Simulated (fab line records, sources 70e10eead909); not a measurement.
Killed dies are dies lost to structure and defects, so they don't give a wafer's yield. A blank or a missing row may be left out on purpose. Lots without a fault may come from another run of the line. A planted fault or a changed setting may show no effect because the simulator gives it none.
fab line records | flow nand_harc
record lots=12 wafers=36 last_day=35
route steps=1302 shown A_CONTACT@1009
lots that met no fault: from a run of the same line without faults
start_h: hours from the record's first day to the start of the lot's first wafer shown | wait_h: hours since the lot's step before | " the same as in the row above | L1.1+2: a row that stands for several wafers | - no value, or no start given | * or withheld: withheld | < > ~ a bound
route shown NAME@n: a module of which the file shows steps, and the number in the route of the first | usual: mean/standard deviation of fault-free wafers | same: alike in all rows | chamber/n: place in a boat | sites: the reading at each site | _std_site: their standard deviation | _edge_site: outer sites' mean less inner sites' | radius_mm: how far each site lies from the wafer's centre | mask NAME#n: copy n | behind: the tool/chamber that last shaped the wafer | hold: why the lot was held/for how many hours/how that ended | device: the transistor (n, p or np) that didn't switch | end of line: the same wafers' tests at the end of the route | a step without rows: its recipe alone | killed: dies lost to structure and defects at the first sort, not the wafer's yield | map: a wafer's dies, x killed, . not, _ none there
set.NAME: the setting as run; set.NAME@STEP: as run at that earlier step | model.NAME: the simulator's own value behind a step, which no gauge read
steps of the route over a sample of lots; a table a step, a row a wafer
services: from which hour (start_h, from the record's first day; less than 0 if before it) a tool's chamber was out of use, for how many hours, and why
## steps
# step NHARC_A_CONTACT_ETCH_115
# recipe source_w=withheld pressure_mtorr=20 bias_v=3000 time_s=190 target_depth_a=18500 ar_flow_sccm=withheld c4f8_flow_sccm=withheld o2_flow_sccm=withheld chemistry=C4F8/O2/Ar
# same time_s=190
# columns lot.wafer tool chamber start_h wait_h rf_hours_counter_h
L448.2 har_cap_etch-02 0 513.47 0.2 86
L448.4 " 0 " " -
L448.5 " 0 " " -
L454.2 har_cap_etch-03 1 587.87 0.1 50
L454.3 " 0 " " -
L454.6 " 1 " " -
L452.2 har_cap_etch-02 0 611.25 0.1 98
L452.4 " 0 " " -
L452.5 " 1 " " -
L455.1 har_cap_etch-03 1 620.42 0.2 55
L455.2 " 0 " " 55
L455.4 " 0 " " -
L457.3 har_cap_etch-01 0 631.80 0.1 -
L457.4 " 1 " " -
L457.6 " 0 " " -
L451.1 har_cap_etch-01 1 634.35 0.1 15
L451.3 " 0 " " -
L451.5 " 1 " " -
L459.2 har_cap_etch-02 1 641.68 0.1 105
L459.1 " 0 " " 105
L459.5 " 0 " " -
L460.3 har_cap_etch-01 0 641.88 0.1 -
L460.4 " 1 " " -
L460.5 " 1 " " -
L461.4 har_cap_etch-03 1 646.78 0.1 -
L461.5 " 1 " " -
L461.6 " 0 " " -
L464.1 har_cap_etch-01 1 683.21 0.1 29
L464.6 " 1 " " -
L464.5 " 0 " " -
L465.2 har_cap_etch-03 1 691.53 0.2 76
L465.1 " 0 " " 76
L465.5 " 1 " " -
L469.2 har_cap_etch-03 0 759.46 0.1 84
L469.3 " 1 " " -
L469.6 " 0 " " -
# step NHARC_A_CONTACT_ETCH_123
# recipe source_w=withheld pressure_mtorr=20 bias_v=400 time_s=490 target_depth_a=21100 ar_flow_sccm=withheld c4f8_flow_sccm=11.5 o2_flow_sccm=7.2 chemistry=C4F8/O2/Ar
# same time_s=490
# columns lot.wafer tool chamber start_h wait_h rf_hours_counter_h
L448.2 har_cap_etch-02 0 515.37 0.3 88
L448.4 " 0 " " -
L448.5 " 0 " " -
L454.2 har_cap_etch-03 1 589.30 0.2 51
L454.3 " 0 " " -
L454.6 " 1 " " -
L452.2 har_cap_etch-02 0 612.62 0.1 99
L452.4 " 0 " " -
L452.5 " 1 " " -
L455.1 har_cap_etch-03 1 622.24 0.2 57
L455.2 " 0 " " 57
L455.4 " 0 " " -
L457.3 har_cap_etch-01 0 633.29 0.3 -
L457.4 " 1 " " -
L457.6 " 0 " " -
L451.1 har_cap_etch-01 1 635.72 0.1 17
L451.3 " 0 " " -
L451.5 " 1 " " -
L459.2 har_cap_etch-02 1 643.05 0.1 106
L459.1 " 0 " " 106
L459.5 " 0 " " -
L460.3 har_cap_etch-01 0 643.36 0.3 -
L460.4 " 1 " " -
L460.5 " 1 " " -
L461.4 har_cap_etch-03 1 648.26 0.3 -
L461.5 " 1 " " -
L461.6 " 0 " " -
L464.1 har_cap_etch-01 1 684.58 0.1 30
L464.6 " 1 " " -
L464.5 " 0 " " -
L465.2 har_cap_etch-03 1 693.35 0.2 77
L465.1 " 0 " " 77
L465.5 " 1 " " -
L469.2 har_cap_etch-03 0 760.88 0.2 85
L469.3 " 1 " " -
L469.6 " 0 " " -
# step NHARC_A_CONTACT_EXPOSE_66
# recipe na=1.35 sigma_outer=0.8 dose_mj=59.02 mask_id=A_CC_2
# usual exposure_dose_mJ_cm2=59.1/0.38
# columns lot.wafer tool chamber start_h wait_h mask exposure_dose_mJ_cm2
L448.2 arfi_scanner-03 0 522.98 - A_CC_2#0 58.9
L448.4 " 0 " " A_CC_2#0 58.8
L448.5 " 0 " " A_CC_2#0 58.8
L454.2 arfi_scanner-02 0 596.54 - A_CC_2#0 59.9
L454.3 " 0 " " A_CC_2#0 60.0
L454.6 " 0 " " A_CC_2#0 59.9
L452.2 arfi_scanner-03 0 625.29 - A_CC_2#0 58.9
L452.4 " 0 " " A_CC_2#0 58.9
L452.5 " 0 " " A_CC_2#0 58.9
L455.1 arfi_scanner-01 0 632.78 - A_CC_2#0 59.0
L455.2 " 0 " " A_CC_2#0 58.9
L455.4 " 0 " " A_CC_2#0 59.0
L457.3 arfi_scanner-03 0 644.42 - A_CC_2#0 58.9
L457.4 " 0 " " A_CC_2#0 58.8
L457.6 " 0 " " A_CC_2#0 58.9
L451.1 arfi_scanner-01 0 652.37 - A_CC_2#0 59.0
L451.3 " 0 " " A_CC_2#0 59.0
L451.5 " 0 " " A_CC_2#0 59.0
L460.3 arfi_scanner-01 0 657.28 - A_CC_2#0 59.0
L460.4 " 0 " " A_CC_2#0 59.1
L460.5 " 0 " " A_CC_2#0 59.1
L459.1 arfi_scanner-03 0 657.42 - A_CC_2#0 58.9
L459.2 " 0 " " A_CC_2#0 58.9
L459.5 " 0 " " A_CC_2#0 59.0
L461.4 arfi_scanner-01 0 662.58 - A_CC_2#0 59.0
L461.5 " 0 " " A_CC_2#0 58.9
L461.6 " 0 " " A_CC_2#0 59.0
L464.1 arfi_scanner-02 0 693.49 - A_CC_2#0 60.0
L464.5 " 0 " " A_CC_2#0 60.0
L464.6 " 0 " " A_CC_2#0 60.0
L465.1 arfi_scanner-03 0 699.79 - A_CC_2#0 47.1
L465.2 " 0 " " A_CC_2#0 47.2
L465.5 " 0 " " A_CC_2#0 47.1
L469.2 arfi_scanner-03 0 767.55 - A_CC_2#0 49.5
L469.3 " 0 " " A_CC_2#0 49.5
L469.6 " 0 " " A_CC_2#0 49.5
# step NHARC_A_CONTACT_CD_MEAS_69
# recipe target_cd_nm=300 landing_energy_ev=500
# usual cd_nm=299.8/0.5
# columns lot.wafer tool chamber start_h wait_h cd_nm
L448.2 cd_sem-02 0 523.11 - 299.9
L448.4 " 0 " " 300.8
L448.5 " 0 " " 299.7
L454.2 cd_sem-02 0 596.68 - 300.3
L454.3 " 0 " " 300.6
L454.6 " 0 " " 299.8
L452.2 cd_sem-01 0 625.42 - 299.6
L452.4 " 0 " " 300.4
L452.5 " 0 " " 299.1
L455.1 cd_sem-02 0 632.92 - 299.1
L455.2 " 0 " " 299.1
L455.4 " 0 " " 300.2
L457.3 cd_sem-03 0 644.55 - 299.5
L457.4 " 0 " " 299.9
L457.6 " 0 " " 299.6
L451.1 cd_sem-03 0 652.52 - 300.1
L451.3 " 0 " " 300.2
L451.5 " 0 " " 300.9
L460.3 cd_sem-01 0 657.41 - 300.5
L460.4 " 0 " " 300.8
L460.5 " 0 " " 300.0
L459.1 cd_sem-03 0 657.56 - 299.2
L459.2 " 0 " " 299.7
L459.5 " 0 " " 299.7
L461.4 cd_sem-02 0 662.71 - 300.5
L461.5 " 0 " " 300.8
L461.6 " 0 " " 300.1
L464.1 cd_sem-03 0 693.63 - 299.8
L464.5 " 0 " " 299.8
L464.6 " 0 " " 301.1
L465.1 cd_sem-02 0 699.92 - 290.5
L465.2 " 0 " " 290.4
L465.5 " 0 " " 290.7
L469.2 cd_sem-02 0 767.69 - 291.8
L469.3 " 0 " " 292.7
L469.6 " 0 " " 292.2
# step NHARC_A_CONTACT_ETCH_77
# recipe target_depth_a=1089 time_s=54.5 cf4_flow_sccm=100 chf3_flow_sccm=30 ar_flow_sccm=0 rf_w=500 bias_w=200 chemistry=CF4/CHF3
# usual drypump_motor_current_A=5.8/0.5 oes_product_au=0.939/0.022 rf_vpp_V=370.8/2.2 showerhead_plenum_p_Torr=1.58/0.06 throttle_valve_pct=16.802/0.0082
# same time_s=54.5
# columns lot.wafer tool chamber start_h wait_h drypump_motor_current_A oes_product_au rf_hours_counter_h rf_vpp_V showerhead_plenum_p_Torr throttle_valve_pct
L448.2 rie_diel-04 1 - - 5.6 0.915 28 370.8 1.60 16.807
L448.4 " 2 " " 5.2 0.928 27 368.2 1.50 16.798
L448.5 " 1 " " 5.6 0.918 - 371.9 1.60 16.810
L454.3 rie_diel-04 3 - - 6.2 0.919 3 369.9 1.60 16.787
L454.2 " 0 " " 6.3 0.937 3 373.0 1.66 16.811
L454.6 " 2 " " 5.2 0.917 - 368.2 1.50 16.803
L452.2 rie_diel-04 3 - - 6.2 0.917 12 373.1 1.60 16.809
L452.4 " 1 " " 5.6 0.919 12 371.0 1.60 16.805
L452.5 " 3 " " 6.2 0.922 - 371.7 1.60 16.794
L455.4 rie_diel-10 3 - - 5.4 0.946 8 373.6 1.64 16.791
L455.2 " 0 " " 5.3 0.925 7 368.9 1.52 16.814
L455.1 " 1 " " 5.8 0.921 7 367.5 1.46 16.792
L457.4 rie_diel-04 1 - - 5.6 0.925 15 371.0 1.60 16.798
L457.3 " 2 " " 5.2 0.915 16 367.4 1.50 16.805
L457.6 " 0 " " 6.3 0.926 - 372.8 1.65 16.794
L451.3 rie_diel-04 1 - - 5.6 0.915 18 369.0 1.60 16.799
L451.1 " 2 " " 5.2 0.932 17 369.6 1.50 16.819
L451.5 " 1 " " 5.6 0.930 - 372.2 1.60 16.816
L460.4 rie_diel-10 0 - - 5.3 0.990 16 367.8 1.51 16.805
L460.3 " 1 " " 5.8 0.986 14 366.1 1.46 16.813
L460.5 " 0 " " 5.3 0.974 - 367.6 1.51 16.802
L459.2 rie_diel-04 3 - - 6.2 0.970 21 370.5 1.60 16.813
L459.1 " 1 " " 5.6 0.962 20 371.7 1.60 16.803
L459.5 " 2 " " 5.2 0.952 - 368.9 1.50 16.805
L461.6 rie_diel-04 0 - - 6.3 0.922 - 373.4 1.65 16.801
L461.5 " 2 " " 5.2 0.921 - 368.7 1.50 16.799
L461.4 " 3 " " 6.2 0.919 - 372.8 1.59 16.806
L464.1 rie_diel-04 2 - - 5.2 0.973 27 366.9 1.50 16.816
L464.6 " 3 " " 6.3 0.960 - 372.0 1.59 16.799
L464.5 " 0 " " 6.4 0.975 - 373.5 1.65 16.798
L465.1 rie_diel-01 1 - - 6.4 0.918 49 366.8 1.47 16.796
L465.2 " 2 " " 4.8 0.915 48 368.8 1.53 16.808
L465.5 " 3 " " 6.2 0.910 - 368.1 1.53 16.787
L469.3 rie_diel-04 0 - - 6.3 0.912 7 373.0 1.65 16.815
L469.2 " 3 " " 6.2 0.925 8 370.4 1.59 16.790
L469.6 " 1 " " 5.7 0.919 - 370.9 1.59 16.795
## services
# columns tool chamber start_h hours kind
har_cap_etch-01 - 497.00 17.0 pm
arfi_scanner-03 - 497.37 0.3 repair
rie_diel-04 2 506.30 5.7 repair
arfi_scanner-02 - 518.87 5.1 repair
rie_diel-04 - 532.13 9.0 pm
arfi_scanner-03 - 540.00 4.0 pm
arfi_scanner-01 - 553.43 2.6 repair
arfi_scanner-01 - 596.00 4.0 pm
rie_diel-10 - 596.76 9.0 pm
arfi_scanner-02 - 601.52 2.0 repair
har_cap_etch-02 - 619.11 1.3 repair
arfi_scanner-03 - 631.82 0.7 repair
rie_diel-10 1 643.14 7.1 repair
arfi_scanner-02 - 656.00 4.0 pm
rie_diel-04 1 663.57 4.8 repair
arfi_scanner-02 - 669.42 2.5 repair
arfi_scanner-03 - 679.92 0.3 repair
arfi_scanner-01 - 685.02 1.0 repair
arfi_scanner-02 - 699.17 0.6 repair
rie_diel-04 - 709.13 9.0 pm
arfi_scanner-03 - 712.00 4.0 pm
arfi_scanner-03 - 745.87 0.6 repair
har_cap_etch-02 - 754.00 17.0 pm
arfi_scanner-01 - 763.72 4.6 repair
## key
first_sign step=NHARC_A_CONTACT_EXPOSE_66 reading=exposure_dose_mJ_cm2 direction=down sigmas=29 usual=59.1 struck=48.3
effect step=NHARC_A_CONTACT_CD_MEAS_69 reading=cd_nm direction=down sigmas=17 usual=299.8 struck=291.4 through=control_loop
met_at NHARC_A_CONTACT_EXPOSE_66
struck_lots L465,L469
tester_left_out L465,L469
loop_trim step=NHARC_A_CONTACT_EXPOSE_66 setting=dose lots=L469
not_acting_at NHARC_A_CONTACT_ETCH_115,NHARC_A_CONTACT_ETCH_123,NHARC_A_CONTACT_ETCH_77
onset_between 657.42 699.79
fault kind=process_parameter_drift tool=arfi_scanner-03 chamber=- onset_h=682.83 steps=NHARC_A_CONTACT_EXPOSE_66 channel=dose_mj offset=-11.702 shape=step acts_in=these_recipes_only stated=59.02
# tester_left_out: of these lots the tester's yield and bins aren't shown, on N5 and GAA mostly nor the transistor test; their killed dies are dies lost to structure and defects alone, not to doping, threshold or leakage, so they don't give the yield
# loop_trim: a control loop set the setting to another value than it would have without faults
